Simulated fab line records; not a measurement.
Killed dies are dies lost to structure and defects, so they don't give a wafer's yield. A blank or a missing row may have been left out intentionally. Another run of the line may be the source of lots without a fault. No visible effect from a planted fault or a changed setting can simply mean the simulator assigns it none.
Which tool was responsible? ; flow nand-harc ; 16 wafers from 6 lots sampled at 5 of the route's 1302 steps

## WHAT THE GAUGES READ, wafer by wafer
NHARC_END_SORT_01.
lot ; measured ; on ; killed-at-array

## WHAT TOOL EACH LOT RAN ON (gives the tool, then ch and the chambers of the sampled wafers, and finally the start)
lot;NHARC_A_CONTACT_ETCH_92;NHARC_A_BLC_SOFTBAKE_05;NHARC_A_BLC_ETCH_16;NHARC_A_BLC_ETCH_17
L787;rie-diel-02 ch 0,2,3, day 22 14:20;litho-track-04 ch 0, day 22 17:00;rie-diel-11 ch 0,2,3, day 22 18:37;rie-diel-11 ch 1,2,3, no start
L792;rie-diel-02 ch 0,1,2, day 24 05:15;litho-track-06 ch 0, day 24 07:00;rie-diel-07 ch 1,3, day 24 08:34;rie-diel-07 ch 1,2,3, no start
L795;rie-diel-13 ch 2,3, day 25 21:53;litho-track-04 ch 0, day 26 00:00;rie-diel-11 ch 0,2, day 26 01:25;rie-diel-11 ch 0,2, no start
L800;rie-diel-02 ch 2,3, day 28 02:28;litho-track-04 ch 0, day 28 05:00;rie-diel-11 ch 0,1,3, day 28 05:56;rie-diel-11 ch 0,1, no start
L806;rie-diel-03 ch 0,1, day 30 16:01;litho-track-01 ch 0, day 30 18:00;rie-diel-07 ch 2,3, day 30 19:30;rie-diel-07 ch 0,1, no start
L808;rie-diel-02 ch 0,3, day 31 17:08;litho-track-01 ch 0, day 31 20:00;rie-diel-07 ch 0,3, day 31 21:05;rie-diel-07 ch 2,3, no start
- NHARC_A_CONTACT_ETCH_92: etches the open film in CH3F/O2, target depth 40 nm, time 85.7 s.
- NHARC_A_BLC_SOFTBAKE_05: time 55 s.
- NHARC_A_BLC_ETCH_16: etches the open film in CF4, target depth 39 nm, time 65 s.
- NHARC_A_BLC_ETCH_17: etches the open film in N2/H2, target depth 390 nm, time 609.38 s.

## THE ANSWER, worked out from the rows above alone
Rule: usual is defined by the lots themselves. Put in order of their means at a reading, lots are off if they are a third of the lots or fewer, leave a main group of 4 or more, and stand apart from it by a gap of 3 or more times the standard deviation of the main group's means; of several such gaps the widest counts. A main group whose means are all the same, to the digits that the tables above print for the reading, isn't used. A lot without any number at a reading at which 4 lots or more have one is off too. Any other lot the step has rows for is counted as sound.
No lot is off on any of the readings shown, so nothing can be concluded from this.

## WHAT THE SIMULATOR HAD PUT IN
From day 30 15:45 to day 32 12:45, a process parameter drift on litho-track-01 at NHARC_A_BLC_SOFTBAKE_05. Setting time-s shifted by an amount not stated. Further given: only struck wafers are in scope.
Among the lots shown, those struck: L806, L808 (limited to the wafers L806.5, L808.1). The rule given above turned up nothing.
